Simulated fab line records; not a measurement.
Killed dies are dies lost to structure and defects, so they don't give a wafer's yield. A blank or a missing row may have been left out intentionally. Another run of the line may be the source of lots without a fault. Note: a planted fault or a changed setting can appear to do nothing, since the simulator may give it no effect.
Which tool is to blame? ; flow n5_finfet ; 21 wafers from 7 lots sampled at 8 of the route's 1938 steps

WHAT THE GAUGES READ, wafer by wafer
N5_BEOL_M9_CD_MEAS_18: pitch 140 nm, target cd 70 nm.
lot;measured;on;cd_nm (nm)
L871;day 10 21:19;cd_sem-01;69.8 70.3 70.3
L872;day 11 05:35;cd_sem-02;69.9 70.1 70.1
L881;day 13 14:47;cd_sem-03;70.2 70.6 69.8
L884;day 14 05:33;cd_sem-02;69.4 69.3 69.5
L886;day 14 12:37;cd_sem-01;69.1 69.4 69.1
L891;day 15 16:05;cd_sem-01;70.5 70.7 71.0
L893;day 16 16:56;cd_sem-02;70.0 69.9 69.7

N5_BEOL_M9_INSPECT_30: inspects for defects (brightfield).
lot;measured;on;raw_defect_count
L871;day 10 23:34;defect_inspect-01;331 313 331
L872;day 11 09:04;defect_inspect-02;479 603 528
L881;day 13 17:33;defect_inspect-01;334 307 255
L884;day 14 06:20;defect_inspect-02;344 382 298
L886;day 14 15:31;defect_inspect-02;409 362 518
L891;day 15 16:47;defect_inspect-02;314 298 335
L893;day 16 19:11;defect_inspect-01;413 358 363

N5_BEOL_M9_OCD_MEAS_38.
lot;measured;on;trench_depth_nm (nm)
L871;day 11 00:08;ocd-02;149.9 156.4 150.0
L872;day 11 09:35;ocd-02;149.4 152.9 150.9
L881;day 13 18:02;ocd-02;152.5 147.6 152.3
L884;day 14 06:50;ocd-02;150.2 151.3 151.1
L886;day 14 16:00;ocd-01;148.2 153.0 149.6
L891;day 15 17:17;ocd-02;118.8 152.3 124.2
L893;day 16 19:40;ocd-01;150.9 123.6 150.9

N5_BEOL_M9_THK_MEAS_53: measures by xrf.
lot;measured;on;M9_THK (nm)
L871;day 11 02:38;film_metro-02;141.6 145.0 141.1
L872;day 11 12:28;film_metro-02;136.5 140.5 138.5
L881;day 13 21:34;film_metro-01;143.5 136.7 142.0
L884;day 14 09:37;film_metro-01;140.3 138.7 139.9
L886;day 14 18:23;film_metro-02;139.6 140.5 139.0
L891;day 15 21:59;film_metro-02;109.1 140.5 112.6
L893;day 16 23:10;film_metro-02;139.4 112.8 140.7

N5_BEOL_M9_RS_MEAS_57: uses a four-point probe to measure.
lot;measured;on;M9_RS (ohm/sq)
L871;day 11 02:47;film_metro-02;0.1502 0.1454 0.1507
L872;day 11 12:36;film_metro-02;0.1536 0.1487 0.1508
L881;day 13 21:42;film_metro-02;0.1482 0.1554 0.1487
L884;day 14 09:45;film_metro-02;0.1521 0.1525 0.1517
L886;day 14 18:31;film_metro-02;0.1530 0.1500 0.1524
L891;day 15 22:08;film_metro-02;0.2000 0.1509 0.1931
L893;day 16 23:19;film_metro-01;0.1521 0.1940 0.1515

N5_BEOL_M15_RC_MEAS_101.
lot;measured;on;COMB_M10 (S/m);COMB_M11 (S/m);COMB_M12 (S/m);COMB_M13 (S/m);COMB_M14 (S/m);COMB_M15 (S/m);COMB_M5 (S/m);COMB_M6 (S/m);COMB_M7 (S/m);COMB_M8 (S/m);SERP_M10 (ohm/um);SERP_M11 (ohm/um);SERP_M11_max_site (ohm/um);SERP_M12 (ohm/um);SERP_M13 (ohm/um);SERP_M14 (ohm/um);SERP_M5 (ohm/um);SERP_M6 (ohm/um);SERP_M7 (ohm/um);SERP_M8 (ohm/um);SERP_M8_max_site (ohm/um);SERP_M9 (ohm/um);SERP_M9_max_site (ohm/um)
L871;day 12 18:40;prober-02;1.9e-11 2.5e-11 1.3e-11;1.32e-11 1.35e-11 1.87e-11;4.3e-12 4.8e-12 6.6e-12;3.8e-12 5.4e-12 5.4e-12;4e-12 4.2e-12 3.3e-12;1.9e-12 2.2e-12 2.1e-12;3.3e-11 2.5e-11 2.6e-11;2.2e-11 1.7e-11 1.8e-11;2.5e-11 2.3e-11 2.2e-11;2.6e-11 2.4e-11 2.1e-11;3.05 3.16 3.06;3.11 3.10 3.05;3.19 3.21 3.14;0.633 0.627 0.628;0.314 0.300 0.304;0.163 0.164 0.163;36.8 37.3 36.9;13.5 13.5 13.4;13.6 13.2 13.8;13.7 13.3 13.3;14.1 14.2 13.5;3.07 2.98 3.05;3.14 3.05 3.10
L872;day 13 05:43;prober-02;1.8e-11 1.4e-11 2.1e-11;1.15e-11 1.6e-11 1.64e-11;7e-12 9.5e-12 7.5e-12;5.7e-12 4.7e-12 5.5e-12;2.9e-12 2.9e-12 4.7e-12;2.5e-12 3.1e-12 3.2e-12;4.2e-11 3e-11 4e-11;3.1e-11 2.9e-11 3.4e-11;3.1e-11 3.5e-11 2.9e-11;2.8e-11 2.6e-11 2.5e-11;3.09 3.10 3.15;2.97 3.01 3.09;3.00 3.11 3.17;0.616 0.626 0.646;0.304 0.311 0.299;0.167 0.163 0.161;36.9 38.5 38.8;13.7 14.0 13.7;13.6 14.9 13.7;13.5 13.2 13.1;14.0 13.6 14.3;3.09 3.01 3.05;3.19 3.07 3.08
L881;day 15 17:38;prober-01;1.6e-11 1.6e-11 1.5e-11;1.54e-11 1.56e-11 1.39e-11;4.1e-12 2.4e-12 3.4e-12;3.1e-12 2.6e-12 2.7e-12;3.2e-12 2.5e-12 2e-12;2e-13 8e-13 7e-13;3e-11 2.7e-11 2.3e-11;1.8e-11 1.7e-11 2.1e-11;1.8e-11 3e-11 3.1e-11;3.6e-11 2.7e-11 2.6e-11;3.17 3.07 3.16;3.12 3.22 3.08;3.17 3.33 3.14;0.642 0.637 0.642;0.302 0.304 0.310;0.162 0.162 0.160;41.6 39.6 41.7;13.4 13.5 12.8;14.4 14.2 14.5;14.3 14.1 14.5;15.1 14.5 15.4;3.04 3.17 3.02;3.16 3.23 3.16
L884;day 16 12:25;prober-02;1.7e-11 1.2e-11 1.3e-11;1.28e-11 1.98e-11 1.34e-11;7.3e-12 4.9e-12 4e-12;3.9e-12 4.1e-12 4e-12;4.9e-12 4.3e-12 7e-12;2.3e-12 2.5e-12 2.9e-12;3e-11 2.8e-11 3.2e-11;2.3e-11 2.3e-11 3e-11;3.2e-11 2.3e-11 2.2e-11;3.1e-11 2e-11 2.5e-11;3.04 3.13 2.98;3.09 2.97 3.03;3.17 3.10 3.14;0.633 0.623 0.618;0.310 0.309 0.309;0.169 0.166 0.164;40.6 40.0 39.2;14.7 13.9 14.4;13.3 13.9 13.3;13.8 14.9 14.4;14.2 15.2 15.0;3.15 3.15 3.18;3.19 3.24 3.29
L886;day 16 18:50;prober-02;9e-12 1.6e-11 1e-11;2.03e-11 1.76e-11 1.99e-11;5.7e-12 5e-12 5.9e-12;5.2e-12 5.6e-12 5.2e-12;2.8e-12 2.9e-12 2.7e-12;2.3e-12 2.7e-12 3.2e-12;4e-11 4e-11 3.9e-11;3e-11 1.9e-11 2.3e-11;2.2e-11 2.3e-11 2.4e-11;2.8e-11 3.6e-11 2.3e-11;3.11 3.15 3.02;3.12 3.12 3.08;3.23 3.18 3.12;0.675 0.683 0.654;0.293 0.303 0.300;0.162 0.161 0.161;35.6 37.2 36.0;14.1 13.4 13.9;13.9 13.5 14.0;13.6 14.0 13.6;14.2 14.4 14.6;3.12 3.08 3.15;3.29 3.16 3.24
L891;day 17 18:52;prober-02;1.5e-11 1.6e-11 1.5e-11;1.05e-11 1.1e-11 1.17e-11;4.1e-12 7.8e-12 4.8e-12;4.5e-12 4.6e-12 4.1e-12;4.1e-12 3.2e-12 4.3e-12;2e-12 3.1e-12 2.5e-12;2.6e-11 2.8e-11 2.9e-11;2.6e-11 2.9e-11 2.5e-11;2.6e-11 2.5e-11 3.3e-11;2.9e-11 3.8e-11 2.5e-11;3.16 3.04 3.21;3.22 3.19 3.08;3.27 3.23 3.16;0.633 0.649 0.650;0.309 0.306 0.303;0.162 0.157 0.161;40.4 38.8 40.2;13.8 13.6 14.0;13.9 13.6 14.1;14.0 13.8 13.8;14.3 14.4 14.2;4.00 3.02 3.82;4.18 3.13 3.95
L893;day 19 03:49;prober-02;1.6e-11 1.7e-11 1.7e-11;1.33e-11 1.39e-11 1.68e-11;5.7e-12 8.7e-12 9.5e-12;6.4e-12 4.8e-12 6.3e-12;4.5e-12 3.5e-12 4.4e-12;3.2e-12 3.9e-12 2.7e-12;3.5e-11 4.3e-11 5e-11;3.7e-11 2.9e-11 2.7e-11;3.2e-11 2.7e-11 3.3e-11;3.3e-11 2.9e-11 2.8e-11;3.10 3.22 3.09;3.03 3.08 2.98;3.11 3.18 3.05;0.650 0.645 0.628;0.302 0.302 0.298;0.156 0.163 0.162;36.6 37.4 37.8;14.2 15.1 13.5;13.6 14.0 13.4;13.5 13.4 14.2;13.8 13.9 15.2;3.06 3.92 3.02;3.18 4.03 3.22

WHICH TOOL RAN EACH LOT (tool, then ch and the chambers of the sampled wafers, then the start)
lot;N5_BEOL_M9_TRENCH_ETCH_37;N5_BEOL_M9_SURFACE_TREAT_79
L871;rie_diel-06 ch 2,3, day 10 23:57;pvd_sputter-01, day 11 01:28
L872;rie_diel-04 ch 1,3, day 11 09:24;pvd_sputter-03, day 11 11:09
L881;rie_diel-06 ch 0,2,3, day 13 17:52;pvd_sputter-02, day 13 19:34
L884;rie_diel-01 ch 0,1,2, day 14 06:40;pvd_sputter-02, day 14 08:18
L886;rie_diel-06 ch 1,2,3, day 14 15:49;pvd_sputter-01, day 14 17:16
L891;rie_diel-06 ch 0,1,2, day 15 17:07;pvd_sputter-01, day 15 20:24
L893;rie_diel-06 ch 0,1,3, day 16 19:30;pvd_sputter-03, day 16 21:54
- N5_BEOL_M9_TRENCH_ETCH_37: etches SiCOH lowk in C4F6/O2, target depth 151.43 nm, time 49 s.
- N5_BEOL_M9_SURFACE_TREAT_79

WHAT THE TOOLS THEMSELVES READ (means of the sampled wafers that have a number; where no wafer has one, the mark that the record gives instead)
N5_BEOL_M9_TRENCH_ETCH_37.
lot;tool;drypump_motor_current_A (A);oes_product_au (a.u.);rf_vpp_V (V);showerhead_plenum_p_Torr (Torr);throttle_valve_pct (%)
L871;rie_diel-06;5.6;0.77;669;2.77;21.19
L872;rie_diel-04;5.9;0.83;670;2.91;20.83
L881;rie_diel-06;6.0;0.79;669;2.83;21.04
L884;rie_diel-01;5.7;0.76;661;2.82;20.95
L886;rie_diel-06;5.5;0.75;674;2.80;21.12
L891;rie_diel-06;5.9;0.73;672;2.86;20.92
L893;rie_diel-06;5.5;0.87;673;2.90;20.80

THE ANSWER, worked out from the rows above alone
Rule: the usual values come from the lots themselves. The widest of any qualifying gaps counts: lots, ordered by their means at a reading, are off when they make up no more than a third of the lots, leave a main group of 4 or more, and stand apart from it by 3 or more times the standard deviation of that group's means. The tables above print the reading to a certain number of digits; a main group whose means all agree to those digits is not used. Also off: a lot with no number at a reading for which 4 or more lots have one. Any other lot the step has rows for is counted as sound. First the gauges in route order, then the tools' own readings, where a lot's mean is used as printed above. At the first step where some lot is off, the reading lying furthest off is the one used; lots without a number count as furthest.
Off: L891, L893, at N5_BEOL_M9_OCD_MEAS_38 (trench_depth_nm). The main group: mean 151.0 nm, standard deviation 0.6.
A tool fits if, at a process step before that reading, it ran every lot that is off, and no sound lot after the first of them. Not tried: the gauges at N5_BEOL_M9_OCD_MEAS_38; whatever is off there is also off at N5_BEOL_M9_THK_MEAS_53, on other tools, and gauge error can't account for it. One candidate fits, namely rie_diel-06 at N5_BEOL_M9_TRENCH_ETCH_37. Its last sound lot is L886 (day 14 15:49), its first lot that is off L891 (day 15 17:07): a fault that began between those two fits.

WHAT WAS PUT IN BY THE SIMULATOR
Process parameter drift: rie_diel-06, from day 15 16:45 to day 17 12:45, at N5_BEOL_M9_TRENCH_ETCH_37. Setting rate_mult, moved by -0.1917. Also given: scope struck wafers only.
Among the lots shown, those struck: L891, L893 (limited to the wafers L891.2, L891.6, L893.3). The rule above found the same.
